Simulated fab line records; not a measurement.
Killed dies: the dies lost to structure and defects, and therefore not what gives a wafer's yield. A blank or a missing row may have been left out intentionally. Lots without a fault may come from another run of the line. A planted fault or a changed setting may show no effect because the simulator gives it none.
Which of the tools did it?    flow nand-harc    Sampling: 13 lots, 39 wafers, 4 of 1302 route steps

== WHAT THE GAUGES READ, wafer by wafer ==
NHARC_END_SORT_01. Usual: killed-at-array 54, standard deviation 17; killed-at-other 0.7, standard deviation 1; killed-at-periphery 3.7, standard deviation 2.9; killed-dies 58, standard deviation 16; killed-open 3.2, standard deviation 1.9; killed-short 2.2, standard deviation 1.5.
lot   measured      on         killed-at-array  killed-at-other  killed-at-periphery  killed-dies  killed-open  killed-short  flag
L584  day 31 17:40  prober-01  675 675 675      0 0 0            2 2 2                677 677 677  4 0 3        2 2 1         OFF
L585  day 32 06:31  prober-02  670 672 670      0 0 0            7 5 7                677 677 677  1 7 3        5 2 0         OFF

== WHAT TOOL EACH LOT RAN ON (gives the tool, then ch and the chambers of the sampled wafers, and finally the start) ==
lot   NHARC_A_CHANNEL_HOLE_D1_ETCH_33   NHARC_A_CHANNEL_FILL_D1_ALD_14    NHARC_A_CHANNEL_FILL_D1_CVD_18
L566  har-etch-02 ch 1, day 8 21:02     ald-hk-03 ch 1,2, day 9 06:26     lpcvd-poly-04 ch 0, day 10 00:02
L567  har-etch-02 ch 0,1, day 9 05:50   ald-hk-04 ch 0,2, day 9 17:19     lpcvd-poly-04 ch 0, day 10 09:36
L569  har-etch-02 ch 0,1, day 9 21:37   ald-hk-01 ch 1,2,3, day 10 06:37  lpcvd-poly-04 ch 0, day 10 23:21
L568  har-etch-02 ch 0,1, day 10 01:49  ald-hk-03 ch 1,2,3, day 10 10:49  lpcvd-poly-04 ch 0, day 10 23:21
L570  har-etch-02 ch 0, day 10 22:10    ald-hk-01 ch 0,1,2, day 11 06:40  lpcvd-poly-02 ch 0, day 11 21:33
L572  har-etch-01 ch 0,1, day 11 06:04  ald-hk-01 ch 2,3, day 11 18:16    lpcvd-poly-03 ch 0, day 12 09:16
L573  har-etch-01 ch 0, day 11 19:53    ald-hk-03 ch 0,3, day 12 05:59    lpcvd-poly-02 ch 0, day 12 22:02
L575  har-etch-01 ch 0,1, day 12 09:32  ald-hk-03 ch 0,2,3, day 12 18:31  lpcvd-poly-03 ch 0, day 13 09:38
L578  har-etch-01 ch 0,1, day 13 12:59  ald-hk-03 ch 2,3, day 13 21:23    lpcvd-poly-02 ch 0, day 14 12:13
L579  har-etch-01 ch 0, day 13 21:50    ald-hk-03 ch 1,3, day 14 06:44    lpcvd-poly-04 ch 0, day 14 21:37
L584  har-etch-02 ch 0,1, day 15 23:31  ald-hk-04 ch 1,2, day 16 08:43    lpcvd-poly-03, day 17 00:34
L585  har-etch-01 ch 0,1, day 16 14:35  ald-hk-01 ch 0,1,2, day 16 23:34  lpcvd-poly-04, day 17 16:09
L589  har-etch-02 ch 0,1, day 18 14:00  ald-hk-01 ch 0,2, day 18 22:58    lpcvd-poly-04 ch 0, day 19 13:59
- NHARC_A_CHANNEL_HOLE_D1_ETCH_33: etches the open film in C4F8/O2/Ar, time 90 s, target depth 400 nm.
- NHARC_A_CHANNEL_FILL_D1_ALD_14: deposits SiO2, target thk 2.5 nm, pulse time 10 s, ald cycles 25.
- NHARC_A_CHANNEL_FILL_D1_CVD_18: deposits poly-Si, target thk 3 nm.

== WHAT THE TOOLS THEMSELVES READ (means of the sampled wafers that have a number; where no wafer has one, the mark that the record gives instead) ==
NHARC_A_CHANNEL_HOLE_D1_ETCH_33. Usual: c4f8-flow-sccm 41.70 sccm, standard deviation 0.12; drypump-motor-current-A 5.3 A, standard deviation 0.43; rf-fwd-power-W 1987 W, standard deviation 7.7; showerhead-plenum-p-Torr 3.66 Torr, standard deviation 0.11; temp-c -19.98 C, standard deviation 0.093; throttle-valve-pct 27.621 %, standard deviation 0.0084.
lot   tool         c4f8-flow-sccm (sccm)  drypump-motor-current-A (A)  rf-fwd-power-W (W)  showerhead-plenum-p-Torr (Torr)  temp-c (C)  throttle-valve-pct (%)  flag
L566  har-etch-02  41.71                  5.4                          1984                3.58                             -19.91      27.619                  
L567  har-etch-02  41.68                  5.0                          1982                3.63                             -20.12      27.618                  
L569  har-etch-02  41.68                  5.0                          1987                3.63                             -19.95      27.619                  
L568  har-etch-02  41.74                  5.2                          1983                3.60                             -19.98      27.618                  
L570  har-etch-02  41.52                  4.9                          1981                3.65                             -19.96      27.624                  
L572  har-etch-01  41.71                  5.7                          1992                3.68                             -19.96      27.622                  
L573  har-etch-01  41.67                  6.0                          1987                3.63                             -19.95      27.618                  
L575  har-etch-01  41.76                  5.4                          1995                3.71                             -19.92      27.613                  
L578  har-etch-01  41.68                  5.7                          1995                3.66                             -19.93      27.619                  
L579  har-etch-01  41.86                  6.0                          1991                3.62                             -19.91      27.614                  
L584  har-etch-02  41.56                  5.0                          1985                3.58                             -19.93      27.624                  
L585  har-etch-01  41.74                  5.7                          1986                3.64                             -20.05      27.620                  
L589  har-etch-02  41.63                  5.0                          1989                3.97                             -19.97      27.623                  

NHARC_A_CHANNEL_FILL_D1_ALD_14. Usual: heater-power-w 449 W, standard deviation 43; precursor-pulse-height-rel 0.999, standard deviation 0.022.
lot   tool       heater-power-w (W)  precursor-pulse-height-rel  flag
L566  ald-hk-03  425                 0.978                       
L567  ald-hk-04  444                 1.001                       
L569  ald-hk-01  432                 1.000                       
L568  ald-hk-03  436                 0.999                       
L570  ald-hk-01  432                 0.991                       
L572  ald-hk-01  402                 1.006                       
L573  ald-hk-03  472                 1.001                       
L575  ald-hk-03  482                 0.994                       
L578  ald-hk-03  480                 1.004                       
L579  ald-hk-03  439                 1.000                       
L584  ald-hk-04  468                 1.015                       
L585  ald-hk-01  434                 0.996                       
L589  ald-hk-01  414                 0.994                       

NHARC_A_CHANNEL_FILL_D1_CVD_18. Usual: spike-tc-bottom-C 570.2 C, standard deviation 2.7; spike-tc-centre-C 551.9 C, standard deviation 1.1; zone-power-lower-pct 6.4 %, standard deviation 0.47; zone-power-upper-pct 8.1 %, standard deviation 0.48.
lot   tool           spike-tc-bottom-C (C)  spike-tc-centre-C (C)  zone-power-lower-pct (%)  zone-power-upper-pct (%)  flag
L566  lpcvd-poly-04  572.5                  552.5                  6.1                       7.6                       
L567  lpcvd-poly-04  572.6                  553.4                  6.0                       7.6                       
L569  lpcvd-poly-04  572.7                  552.6                  6.0                       7.6                       
L568  lpcvd-poly-04  572.6                  552.3                  6.1                       7.6                       
L570  lpcvd-poly-02  570.2                  550.8                  7.0                       8.5                       
L572  lpcvd-poly-03  565.5                  552.3                  5.9                       7.9                       
L573  lpcvd-poly-02  570.7                  551.8                  6.9                       8.6                       
L575  lpcvd-poly-03  565.4                  552.0                  5.9                       7.9                       
L578  lpcvd-poly-02  568.9                  551.2                  7.0                       8.6                       
L579  lpcvd-poly-04  572.7                  552.6                  6.1                       7.5                       
L584  lpcvd-poly-03  -                      -                      -                         -                         OFF
L585  lpcvd-poly-04  -                      -                      -                         -                         OFF
L589  lpcvd-poly-04  573.1                  551.9                  6.0                       7.5                       

== THE ANSWER, worked out from the rows above alone ==
Rule: a lot counts as off when the mean over its wafers that have a number is more than 3 standard deviations away from the usual mean. A lot without any number at a reading at which 4 lots or more have one is off too. The other lots that the step has rows for count as sound. First the gauges in route order, then the tools' own readings, where a lot's mean is used as printed above. The first step at which some lot is off is used, and at that step the reading that is off furthest; a lot without a number counts as furthest.
Off: L584, L585 (NHARC_END_SORT_01, killed-dies). Neither off nor sound, because the step has no rows for them: L566, L567, L569, L568, L570, L572, L573, L575, L578, L579, L589.
A tool fits if, at a process step before that reading, it ran every lot that is off, and no sound lot after the first of them. The gauges at NHARC_END_SORT_01 aren't tried: what is off there is off at NHARC_A_CHANNEL_FILL_D1_CVD_18 too, on other tools, and a gauge's error can't cause that. None of those tried fits.

== WHAT THE SIMULATOR HAD PUT IN ==
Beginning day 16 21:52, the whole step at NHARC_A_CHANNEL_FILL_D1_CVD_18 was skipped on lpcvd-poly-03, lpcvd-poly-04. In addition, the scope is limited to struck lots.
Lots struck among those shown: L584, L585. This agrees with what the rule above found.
